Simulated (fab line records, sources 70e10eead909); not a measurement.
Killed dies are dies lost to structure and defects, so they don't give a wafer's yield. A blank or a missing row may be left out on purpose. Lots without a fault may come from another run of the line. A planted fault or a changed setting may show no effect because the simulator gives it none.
Chamber matching | flow nand_harc | NHARC_A_STAIRCASE_DESCUM_312 on rie_diel-07: 4 sister chambers
The step chemistry O2, time 3 s. 16 wafers are shown with their chamber, then 8 later ones without.

WAFERS WITH THEIR CHAMBER
wafer  | chamber | showerhead_plenum_p_Torr (Torr) | drypump_motor_current_A (A) | oes_product_au (a.u.)
L077.1 | 0       | 1.82                            | 6.2                         | 0.993
L077.2 | 2       | 2.03                            | 5.6                         | 0.995
L077.5 | 3       | 1.86                            | 5.6                         | 1.000
L076.2 | 1       | 1.80                            | 6.6                         | 1.005
L076.4 | 2       | 2.03                            | 5.7                         | 0.990
L076.5 | 1       | 1.80                            | 6.6                         | 1.000
L078.2 | 1       | 1.79                            | 6.6                         | 1.011
L078.5 | 2       | 2.02                            | 5.7                         | 1.009
L078.6 | 1       | 1.79                            | 6.6                         | 1.011
L081.2 | 1       | 1.79                            | 6.7                         | 1.008
L081.4 | 3       | 1.86                            | 5.6                         | 1.008
L081.5 | 0       | 1.81                            | 6.2                         | 0.995
L080.2 | 0       | 1.81                            | 6.2                         | 0.985
L080.3 | 1       | 1.79                            | 6.7                         | 1.019
L080.5 | 3       | 1.86                            | 5.6                         | 1.000
L083.1 | 2       | 2.02                            | 5.7                         | 1.005

SIGNATURES (means of the wafers above)
reading                  | chamber 0 | chamber 1 | chamber 2 | chamber 3 | scatter within a chamber
showerhead_plenum_p_Torr | 1.8133    | 1.7933    | 2.0250    | 1.8600    | 0.005
drypump_motor_current_A  | 6.200     | 6.633     | 5.675     | 5.600     | 0.0417
oes_product_au           | 0.99100   | 1.00900   | 0.99975   | 1.00267   | 0.00668
Rule: a wafer's distance from a chamber is the root of the sum, over the readings, of the square of ((its reading less the chamber's mean) divided by the reading's scatter). The wafer belongs to the nearest chamber; if the next one is less than 2 further off, it can't be placed. The scatter: the root of (the sum of the squares of (reading less its chamber's mean) over the shown wafers, divided by (wafers less chambers)).

WAFERS WITHOUT THEIR CHAMBER
wafer  | showerhead_plenum_p_Torr (Torr) | drypump_motor_current_A (A) | oes_product_au (a.u.)
L083.4 | 1.81                            | 6.2                         | 1.008
L083.6 | 1.86                            | 5.6                         | 0.992
L087.1 | 1.78                            | 6.6                         | 1.015
L087.2 | 1.81                            | 6.2                         | 1.004
L087.6 | 2.01                            | 5.7                         | 1.001
L092.1 | 1.78                            | 6.7                         | 1.005
L092.2 | 1.85                            | 5.6                         | 0.989
L092.3 | 2.01                            | 5.6                         | 1.007

WHICH CHAMBER EACH WENT THROUGH
wafer  | from the rows above | in truth
L083.4 | 0                   | 0
L083.6 | 3                   | 3
L087.1 | 1                   | 1
L087.2 | 0                   | 0
L087.6 | 2                   | 2
L092.1 | 1                   | 1
L092.2 | 3                   | 3
L092.3 | 2                   | 2
Placed correctly: 8 of 8. Can't be placed from these rows: 0. Placed wrongly: 0.
